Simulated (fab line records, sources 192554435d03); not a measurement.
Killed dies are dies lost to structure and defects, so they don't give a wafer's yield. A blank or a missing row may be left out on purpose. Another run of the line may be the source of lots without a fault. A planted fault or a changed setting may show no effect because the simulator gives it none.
fab line records :: flow n5_finfet
[record]
  lots = 4
  wafers = 12
  last_day = 15
route steps=1938 shown BEOL_M4@1100 BEOL_M5@1112 PASSIVATION@1936
lots that met no fault: from a run of the same line without faults
start_h: hours from the record's opening day to when the first of the lot's shown wafers began :: wait_h: time in hours since the lot's previous step :: " unchanged from the row above :: L1.1+2: a row that stands for several wafers :: - no value present, or no start provided :: * or withheld: withheld :: < > ~ a bound
route shown NAME@n: a module of which the file shows steps, and the number in the route of the first :: usual: mean and standard deviation over wafers with no fault :: same: alike in all rows :: chamber/n: place in a boat :: sites: readings site by site :: _std_site: the values' standard deviation :: _edge_site: outer sites' mean less inner sites' :: radius_mm: how far each site lies from the wafer's centre :: mask NAME#n: copy n :: behind: tool/chamber where the wafer was last shaped :: hold: what put the lot on hold/how long, in hours/how the hold closed :: device: which transistor (n, p or np) failed to switch :: end of line: the same wafers' tests at the end of the route :: where a step has no rows: the recipe by itself :: killed: dies that structure and defects cost at the first sort, which is not the same as the wafer's yield :: map: a wafer's dies, marking killed ones x, the rest . and places with no die _
set.NAME: the setting the step ran with; set.NAME@STEP: the setting that earlier step ran with :: model.NAME: the simulator's own value behind a step, which no gauge read
a table for each step, a row for each wafer; lots at some steps of the route
services: when a tool's chamber went out of use (start_h, in hours from the record's first day, below 0 if earlier), for how many hours, and the reason
[[steps]]
[step N5_BEOL_M4_SPUTTER_96]
[recipe]
  material = Cu
  target_thk_a = 45
  temp_c = -20
  chamber_pressure_pa = 0.07
  power_w = withheld
  time_s = 8.29
[step N5_BEOL_M4_ECD_50]
[recipe]
  material = Cu
  target_thk_a = 3000
[step N5_BEOL_M4_ANNEAL_51]
[recipe]
  temp_c = 225
  time_s = 90
  ambient = N2
[step N5_BEOL_M4_CMP_52]
[recipe]
  stop_on = SiOC
  t_overpolish_s = 6.8
  down_force_psi = 1
  platen_rpm = 50
  clearing_platen_down_force_psi = 1.5
  clearing_platen_rpm = 50
  post_cmp_clean = cu_alkaline
  target_thk_nm = 40
  clearing_platen_pad_velocity_m_s = 0.99484
  pad_velocity_m_s = 0.99484
[step N5_BEOL_M4_PRE_CLEAN_60]
[recipe]
  gas = NH3/H2
  time_s = 15
  temp_c = *
  rf_power_w = 300
[step N5_BEOL_M4_CO_CAP_55]
[recipe]
  material = Co
  target_thk_a = 20
  temp_c = 200
  precursor = CCTBA/H2
  pressure_torr = 30
  time_s = 102.1
[step N5_BEOL_M4_PRE_CLEAN_56]
[recipe]
  gas = NH3
  time_s = 15
  temp_c = withheld
  rf_power_w = 300
[step N5_BEOL_M4_DEP_57]
[recipe]
  material = SiCN
  target_thk_a = 80
  temp_c = withheld
  precursor = 3MS/NH3
  pressure_torr = 3
  rf_w = 202
  time_s = 14
[step N5_BEOL_M5_ILD_DEP_00]
[recipe]
  material = SiCOH_lowk
  target_thk_a = 1406.4
  temp_c = 300
  precursor = DEMS/porogen
  pressure_torr = 5
  rf_w = 500
  time_s = 25.9
[usual]
  heater_power_w = 333/77
  showerhead_plenum_p_Torr = 5.745/0.013
  susceptor_temp_C = 300.02/0.18
  throttle_valve_pct = 13.5/0.52
lot.wafer: L239.1
tool: pecvd-01
chamber: 1
start_h: 162.09
wait_h: 0.8
heater_power_w: 371
showerhead_plenum_p_Torr: 5.759
susceptor_temp_C: 300.10
throttle_valve_pct: 14.3
model.SiCOH_lowk_of_BEOL_M5_ILD_DEP_00.thk_nm: 139

lot.wafer: L239.2
tool: pecvd-01
chamber: 2
start_h: 162.09
wait_h: 0.8
heater_power_w: 243
showerhead_plenum_p_Torr: 5.759
susceptor_temp_C: 300.02
throttle_valve_pct: 13.1
model.SiCOH_lowk_of_BEOL_M5_ILD_DEP_00.thk_nm: 139.4

lot.wafer: L239.4
tool: pecvd-01
chamber: 2
start_h: 162.09
wait_h: 0.8
heater_power_w: 247
showerhead_plenum_p_Torr: 5.747
susceptor_temp_C: 299.73
throttle_valve_pct: 13.2
model.SiCOH_lowk_of_BEOL_M5_ILD_DEP_00.thk_nm: 139

lot.wafer: L247.1
tool: pecvd-01
chamber: 0
start_h: 208.30
wait_h: 0.8
heater_power_w: 435
showerhead_plenum_p_Torr: 5.746
susceptor_temp_C: 304.86
throttle_valve_pct: 13.4
model.SiCOH_lowk_of_BEOL_M5_ILD_DEP_00.thk_nm: 136

lot.wafer: L247.4
tool: pecvd-01
chamber: 2
start_h: 208.30
wait_h: 0.8
heater_power_w: 267
showerhead_plenum_p_Torr: 5.749
susceptor_temp_C: 304.43
throttle_valve_pct: 13.0
model.SiCOH_lowk_of_BEOL_M5_ILD_DEP_00.thk_nm: 137.6

lot.wafer: L247.5
tool: pecvd-01
chamber: 0
start_h: 208.30
wait_h: 0.8
heater_power_w: 435
showerhead_plenum_p_Torr: 5.734
susceptor_temp_C: 304.62
throttle_valve_pct: 13.4
model.SiCOH_lowk_of_BEOL_M5_ILD_DEP_00.thk_nm: 137

lot.wafer: L250.1
tool: pecvd-01
chamber: 0
start_h: 232.16
wait_h: 0.8
heater_power_w: 507
showerhead_plenum_p_Torr: 5.734
susceptor_temp_C: 305.13
throttle_valve_pct: 13.4
model.SiCOH_lowk_of_BEOL_M5_ILD_DEP_00.thk_nm: 134.4

lot.wafer: L250.2
tool: pecvd-01
chamber: 1
start_h: 232.16
wait_h: 0.8
heater_power_w: 395
showerhead_plenum_p_Torr: 5.746
susceptor_temp_C: 304.84
throttle_valve_pct: 14.4
model.SiCOH_lowk_of_BEOL_M5_ILD_DEP_00.thk_nm: 137.2

lot.wafer: L250.3
tool: pecvd-01
chamber: 2
start_h: 232.16
wait_h: 0.8
heater_power_w: 323
showerhead_plenum_p_Torr: 5.746
susceptor_temp_C: 304.73
throttle_valve_pct: 13.2
model.SiCOH_lowk_of_BEOL_M5_ILD_DEP_00.thk_nm: 134.6

lot.wafer: L256.1
tool: pecvd-03
chamber: 2
start_h: 271.97
wait_h: 0.8
heater_power_w: 368
showerhead_plenum_p_Torr: 5.754
susceptor_temp_C: 299.86
throttle_valve_pct: 12.7
model.SiCOH_lowk_of_BEOL_M5_ILD_DEP_00.thk_nm: 143

lot.wafer: L256.2
tool: pecvd-03
chamber: 0
start_h: 271.97
wait_h: 0.8
heater_power_w: 298
showerhead_plenum_p_Torr: 5.760
susceptor_temp_C: 299.96
throttle_valve_pct: 13.9
model.SiCOH_lowk_of_BEOL_M5_ILD_DEP_00.thk_nm: 139.2

lot.wafer: L256.5
tool: pecvd-03
chamber: 2
start_h: 271.97
wait_h: 0.8
heater_power_w: 375
showerhead_plenum_p_Torr: 5.748
susceptor_temp_C: 300.10
throttle_valve_pct: 12.7
model.SiCOH_lowk_of_BEOL_M5_ILD_DEP_00.thk_nm: 144
[step N5_BEOL_M5_CURE_79]
[recipe]
  temp_c = 385
  time_s = 240
  ambient = He/Ar
  material = SiCOH_lowk
[step N5_BEOL_M5_PECVD_70]
[recipe]
  material = SiO2
  target_thk_a = 160
  temp_c = 400
  precursor = TEOS/O2
  pressure_torr = 5.5
  rf_w = 450
  teos_flow_sccm = 53.8
  gas = O2
  flow_sccm = 3000
  time_s = 18
[step N5_BEOL_M5_HM_DEP_02]
[recipe]
  material = TiN
  target_thk_a = 200
  temp_c = 25
  chamber_pressure_pa = 0.49996
[step N5_BEOL_M5_COAT_59]
[recipe]
  resist = SOC
  temp_c = 250
  time_s = 60
  spin_rpm = 1500
  resist_thk_nm = 60
[step N5_BEOL_M5_COAT_60]
[recipe]
  resist = SiARC
  temp_c = 220
  time_s = 60
  spin_rpm = 1500
  resist_thk_nm = 12
[step N5_BEOL_M5_COAT_71]
[recipe]
  resist = underlayer
  temp_c = 205
  time_s = 60
  spin_rpm = 1500
  resist_thk_nm = 5
[step N5_BEOL_M5_COAT_05]
[recipe]
  resist = CAR-EUV
  spin_rpm = 1500
  resist_thk_nm = 30
[step N5_BEOL_M5_EBR_07]
[recipe]
  solvent = PGMEA
  ebr_width_mm = 1.5
[step N5_BEOL_M5_SOFTBAKE_06]
[recipe]
  temp_c = 110
  time_s = 60
  resist = CAR-EUV
[step N5_BEOL_M5_EXPOSE_08]
[recipe]
  mask_id = M5
  na = 0.33
  source_shape = annular
  sigma_inner = 0.4
  sigma_outer = 0.8
  polarization = unpolarized
  target_cd_nm = 28
  dose_mj = 35.75
[step N5_BEOL_M5_PEB_09]
[recipe]
  peb_temp_c = 100
  peb_time_s = 60
  resist = CAR-EUV
[step N5_BEOL_M5_DEVELOP_10]
[recipe]
  develop_time_s = 30
  developer = TMAH
  resist = CAR-EUV
  rinse_liquid = surfactant_rinse
  dry = air_spin
  dev_temp_c = 23
[step N5_BEOL_M5_DESCUM_16]
[recipe]
  chemistry = O2
  time_s = 7
  source_power_w = 50
  bias_power_w = 20
  pressure_mtorr = 20
  rf_frequency_hz = 2.712e+07
  temp_c = 40
  resist = CAR-EUV
  o2_flow_sccm = 225
[step N5_BEOL_M5_ETCH_72]
[recipe]
  chemistry = N2/H2
  target = underlayer
  target_depth_a = 65
  mask_material = CAR-EUV
  time_s = 5.2
  ion_energy_ev = 200
  pressure_mtorr = 30
  source_w = 840
  bias_w = 150
  n2_flow_sccm = 200
  h2_flow_sccm = 200
  ends = cleared
[step N5_BEOL_M5_ETCH_61]
[recipe]
  chemistry = CF4
  target = SiARC
  target_depth_a = 156
  mask_material = CAR-EUV
  time_s = 26
  ion_energy_ev = 80
  pressure_mtorr = 40
  source_w = 545
  bias_w = 36
  Ar_flow_sccm = 100
  cf4_flow_sccm = 100
  ends = cleared
[step N5_BEOL_M5_ETCH_62]
[recipe]
  chemistry = N2/H2
  target = SOC
  target_depth_a = 750
  overetch_a = 150
  mask_material = SiARC
  temp_c = 40
  time_s = 112.5
  ion_energy_ev = 200
  pressure_mtorr = 30
  source_w = 840
  bias_w = 150
  n2_flow_sccm = 200
  h2_flow_sccm = 200
[step N5_BEOL_M5_STRIP_63]
[recipe]
  chemistry = N2/H2
  temp_c = 40
  n2_flow_sccm = 200
  h2_flow_sccm = 200
  rf_frequency_hz = 6e+07
[step N5_BEOL_M5_STRIP_73]
[recipe]
  chemistry = N2/H2
  temp_c = 40
  n2_flow_sccm = 200
  h2_flow_sccm = 200
  rf_frequency_hz = 6e+07
[step N5_BEOL_M5_STRIP_64]
[recipe]
  chemistry = CF4
  resist = SiARC
  power_w = 300
  bias_power_w = 75
  pressure_mtorr = 50
  cf4_flow_sccm = 150
  rf_frequency_hz = 6e+07
[step N5_BEOL_M5_HM_OPEN_17]
[recipe]
  chemistry = Cl2/BCl3
  target_depth_a = 200
  overetch_a = 60
  target = TiN
  mask_material = SOC
  ion_energy_ev = 150
  pressure_mtorr = 10
  icp_w = 1000
  bias_w = 126
  Cl2_flow_sccm = 53.25
  bcl3_flow_sccm = 21.75
  Ar_flow_sccm = 25
[step N5_BEOL_M5_STRIP_19]
[recipe]
  chemistry = O2
  power_w = 400
  temp_c = 40
  pressure_mtorr = 30
  rf_frequency_hz = 6e+07
  bias_power_w = 0
  overash_fraction = 0.2
  o2_flow_sccm = 225
[step N5_BEOL_M5_COAT_65]
[recipe]
  resist = SOC
  temp_c = 250
  time_s = 60
  spin_rpm = 1500
  resist_thk_nm = 60
[step N5_BEOL_M5_COAT_66]
[recipe]
  resist = SiARC
  temp_c = 220
  time_s = 60
  spin_rpm = 1500
  resist_thk_nm = 12
[step N5_BEOL_M5_COAT_74]
[recipe]
  resist = underlayer
  temp_c = 205
  time_s = 60
  spin_rpm = 1500
  resist_thk_nm = 5
[step N5_BEOL_M5_CMP_52]
[recipe]
  stop_on = SiCOH_lowk
  t_overpolish_s = 6.9
  down_force_psi = 1
  platen_rpm = 50
  clearing_platen_down_force_psi = 1.5
  clearing_platen_rpm = 50
  post_cmp_clean = cu_alkaline
  target_thk_nm = 62
  clearing_platen_pad_velocity_m_s = 0.99484
  pad_velocity_m_s = 0.99484
[usual]
  barrier_field_endpoint_s = 24.7/0.8
  head_pressure_psi = 0.9999/0.002
  motor_current_A = 6.0/0.71
  overpolish_run_s = 6.899/0.0095
  time_to_endpoint_s = 61/4.5
lot.wafer: L239.1
tool: cmp-04
chamber: 3
start_h: 174.29
wait_h: 0.3
barrier_field_endpoint_s: 24.0
head_pressure_psi: 1.0013
motor_current_A: 6.3
overpolish_run_s: 6.906
time_to_endpoint_s: 55
model.SiCOH_lowk_of_BEOL_M5_ILD_DEP_00.thk_nm: 116.6

lot.wafer: L239.2
tool: cmp-04
chamber: 0
start_h: 174.29
wait_h: 0.3
barrier_field_endpoint_s: 24.9
head_pressure_psi: 1.0012
motor_current_A: 6.3
overpolish_run_s: 6.905
time_to_endpoint_s: 63
model.SiCOH_lowk_of_BEOL_M5_ILD_DEP_00.thk_nm: 117

lot.wafer: L239.4
tool: cmp-04
chamber: 1
start_h: 174.29
wait_h: 0.3
barrier_field_endpoint_s: 24.9
head_pressure_psi: 1.0004
motor_current_A: 5.8
overpolish_run_s: 6.895
time_to_endpoint_s: 62
model.SiCOH_lowk_of_BEOL_M5_ILD_DEP_00.thk_nm: 116.6

lot.wafer: L247.4
tool: cmp-04
chamber: 1
start_h: 224.58
wait_h: 0.1
barrier_field_endpoint_s: 24.5
head_pressure_psi: 1.0022
motor_current_A: 5.7
overpolish_run_s: 6.898
time_to_endpoint_s: 64
model.SiCOH_lowk_of_BEOL_M5_ILD_DEP_00.thk_nm: 115.4

lot.wafer: L247.1
tool: cmp-04
chamber: 0
start_h: 224.58
wait_h: 0.1
barrier_field_endpoint_s: 24.5
head_pressure_psi: 1.0021
motor_current_A: 6.6
overpolish_run_s: 6.897
time_to_endpoint_s: 61
model.SiCOH_lowk_of_BEOL_M5_ILD_DEP_00.thk_nm: 114

lot.wafer: L247.5
tool: cmp-04
chamber: 2
start_h: 224.58
wait_h: 0.1
barrier_field_endpoint_s: 24.1
head_pressure_psi: 1.0022
motor_current_A: 6.1
overpolish_run_s: 6.887
time_to_endpoint_s: 63
model.SiCOH_lowk_of_BEOL_M5_ILD_DEP_00.thk_nm: 114.8

lot.wafer: L250.3
tool: cmp-01
chamber: 3
start_h: 252.22
wait_h: 0.3
barrier_field_endpoint_s: 23.9
head_pressure_psi: 0.9985
motor_current_A: 6.5
overpolish_run_s: 6.886
time_to_endpoint_s: 61
model.SiCOH_lowk_of_BEOL_M5_ILD_DEP_00.thk_nm: 112.8

lot.wafer: L250.2
tool: cmp-01
chamber: 0
start_h: 252.22
wait_h: 0.3
barrier_field_endpoint_s: 24.9
head_pressure_psi: 1.0032
motor_current_A: 6.7
overpolish_run_s: 6.912
time_to_endpoint_s: 64
model.SiCOH_lowk_of_BEOL_M5_ILD_DEP_00.thk_nm: 115

lot.wafer: L250.1
tool: cmp-01
chamber: 2
start_h: 252.22
wait_h: 0.3
barrier_field_endpoint_s: 24.0
head_pressure_psi: 1.0000
motor_current_A: 5.2
overpolish_run_s: 6.905
time_to_endpoint_s: 59
model.SiCOH_lowk_of_BEOL_M5_ILD_DEP_00.thk_nm: 112.6

lot.wafer: L256.2
tool: cmp-04
chamber: 1
start_h: 283.45
wait_h: 0.5
barrier_field_endpoint_s: 24.7
head_pressure_psi: 0.9974
motor_current_A: 6.1
overpolish_run_s: 6.898
time_to_endpoint_s: 62
model.SiCOH_lowk_of_BEOL_M5_ILD_DEP_00.thk_nm: 116.6

lot.wafer: L256.1
tool: cmp-04
chamber: 2
start_h: 283.45
wait_h: 0.5
barrier_field_endpoint_s: 24.3
head_pressure_psi: 0.9966
motor_current_A: 5.6
overpolish_run_s: 6.910
time_to_endpoint_s: 62
model.SiCOH_lowk_of_BEOL_M5_ILD_DEP_00.thk_nm: 120

lot.wafer: L256.5
tool: cmp-04
chamber: 3
start_h: 283.45
wait_h: 0.5
barrier_field_endpoint_s: 23.2
head_pressure_psi: 0.9983
motor_current_A: 6.2
overpolish_run_s: 6.892
time_to_endpoint_s: 49
model.SiCOH_lowk_of_BEOL_M5_ILD_DEP_00.thk_nm: 120.8
[step N5_PASSIVATION_PROBE_49]
[usual]
  defect_limited_yield = 91.2/1.6
  killed_at_M0_to_M3 = 34/11
  killed_at_M4_up = 13/5.2
  killed_at_contacts = 13/6.3
  killed_at_front_end = 40/14
  killed_at_other = 3.2/2.4
  killed_dies = 104/19
  killed_open = 69/14
  killed_short = 32/7.5
  sort_bin_5_function = 5.3/1.1
  sort_bin_6_memory = 3.2/0.73
  sort_n_pass = 1076/19
  sort_yield_pct = 91.2/1.6
[same]
  gross_dies = 1180
  killed_at_back_side = 0
  sort_bin_4_leakage[%] = 0
  sort_bin_8_speed[%] = 0
lot.wafer: L247.1
tool: prober-02
chamber: -
start_h: 315.59
wait_h: 0.0
defect_limited_yield[%]: 92.5
killed_at_M0_to_M3: 38
killed_at_M4_up: 5
killed_at_contacts: 6
killed_at_front_end: 36
killed_at_other: 3
killed_dies: 88
killed_open: 62
killed_short: 24
sort_bin_5_function[%]: 3.9
sort_bin_6_memory[%]: 3.1
sort_n_pass: 1092
sort_yield_pct[%]: 92.5

lot.wafer: L247.4
tool: prober-02
chamber: -
start_h: 315.74
wait_h: 0.2
defect_limited_yield[%]: 89.8
killed_at_M0_to_M3: 45
killed_at_M4_up: 18
killed_at_contacts: 11
killed_at_front_end: 37
killed_at_other: 9
killed_dies: 120
killed_open: 74
killed_short: 45
sort_bin_5_function[%]: 6.6
sort_bin_6_memory[%]: 3.2
sort_n_pass: 1060
sort_yield_pct[%]: 89.8

lot.wafer: L247.5
tool: prober-02
chamber: -
start_h: 315.79
wait_h: 0.2
defect_limited_yield[%]: 92.0
killed_at_M0_to_M3: 25
killed_at_M4_up: 8
killed_at_contacts: 16
killed_at_front_end: 42
killed_at_other: 3
killed_dies: 94
killed_open: 63
killed_short: 30
sort_bin_5_function[%]: 5.5
sort_bin_6_memory[%]: 2.3
sort_n_pass: 1086
sort_yield_pct[%]: 92.0
// killed by level:class
L247.1 BEOL_M2:geometric_particle:open=16 FIN_SAQP:geometric_particle:open=12 BEOL_M3:geometric_particle:open=9 FIN_SAQP:geometric_particle:short=6 MOL_CONTACT_COAG:geometric_particle:open=5 STI_FIN_REVEAL:geometric_particle:open=4 BEOL_M0_SAQP:geometric_particle:short=4 BEOL_M1:geometric_particle:open=4
L247.4 BEOL_M4:geometric_particle:open=12 MOL_CONTACT_COAG:geometric_particle:open=10 BEOL_M0_SAQP:geometric_particle:short=10 FIN_SAQP:geometric_particle:short=9 BEOL_M2:geometric_particle:open=9 STI_FIN_REVEAL:geometric_particle:open=8 BEOL_M0:geometric_particle:open=6 BEOL_M0_SAQP:geometric_particle:open=5
L247.5 MOL_CONTACT_COAG:geometric_particle:open=12 DUMMY_GATE:geometric_particle:open=8 BEOL_M2:geometric_particle:open=7 FIN_SAQP:geometric_particle:open=5 ILD0:geometric_particle:open=5 STI_FIN_REVEAL:geometric_particle:open=4 MOL_CONTACT_COAG:geometric_particle:short=4 BEOL_M0_SAQP:geometric_particle:short=4
[[services]]
tool: cmp-01
chamber: -
start_h: 146.36
hours: 3.7
kind: repair

tool: pecvd-03
chamber: 0
start_h: 147.79
hours: 2.1
kind: scheduled_down

tool: pecvd-03
chamber: 2
start_h: 149.92
hours: 5.5
kind: scheduled_down

tool: pecvd-03
chamber: 2
start_h: 158.56
hours: 2.1
kind: scheduled_down

tool: pecvd-03
chamber: -
start_h: 161.84
hours: 1.6
kind: repair

tool: cmp-01
chamber: -
start_h: 183.00
hours: 2.6
kind: repair

tool: cmp-04
chamber: -
start_h: 189.72
hours: 1.3
kind: repair

tool: pecvd-03
chamber: 2
start_h: 202.38
hours: -
kind: clean

tool: pecvd-03
chamber: 2
start_h: 202.38
hours: -
kind: consumable_replace:showerhead

tool: pecvd-03
chamber: 2
start_h: 202.38
hours: 29.0
kind: scheduled_down

tool: pecvd-03
chamber: 2
start_h: 202.38
hours: 29.0
kind: vent_cycle

tool: cmp-04
chamber: -
start_h: 206.44
hours: 1.8
kind: repair

tool: pecvd-03
chamber: 0
start_h: 235.93
hours: 5.5
kind: scheduled_down

tool: pecvd-01
chamber: -
start_h: 238.21
hours: 2.8
kind: pm

tool: cmp-04
chamber: -
start_h: 243.09
hours: 7.8
kind: pm

tool: pecvd-01
chamber: -
start_h: 243.67
hours: 0.6
kind: repair

tool: cmp-01
chamber: -
start_h: 249.27
hours: 0.4
kind: repair

tool: cmp-04
chamber: -
start_h: 254.72
hours: 11.9
kind: pm

tool: cmp-01
chamber: -
start_h: 267.77
hours: 4.0
kind: pm

tool: cmp-01
chamber: -
start_h: 271.77
hours: -
kind: consumable_replace:conditioner

tool: cmp-01
chamber: -
start_h: 271.77
hours: -
kind: consumable_replace:pad
[[key]]
[first_sign]
  step = N5_BEOL_M5_ILD_DEP_00
  reading = susceptor_temp_C
  direction = up
  sigmas = 27
  usual = *
  struck = *
effect none on later readings
[model_effect]
  step = N5_BEOL_M5_ILD_DEP_00
  value = SiCOH_lowk_of_BEOL_M5_ILD_DEP_00.thk_nm
  without = 139.8
  struck = 136.1
[model_effect]
  step = N5_BEOL_M5_CMP_52
  value = SiCOH_lowk_of_BEOL_M5_ILD_DEP_00.thk_nm
  without = 117.3
  struck = 114.1
met_at N5_BEOL_M5_ILD_DEP_00
struck_wafers L247.1,L247.4,L247.5,L250.1,L250.2,L250.3
onset_between 162.09 208.30
[fault]
  kind = process_parameter_drift
  tool = pecvd-01
  chamber = -
  onset_h = 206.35
  steps = N5_BEOL_M5_ILD_DEP_00
  channel = temp_c
  offset = *
  shape = step
  end_h = 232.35
  acts_in = *
  stated = *
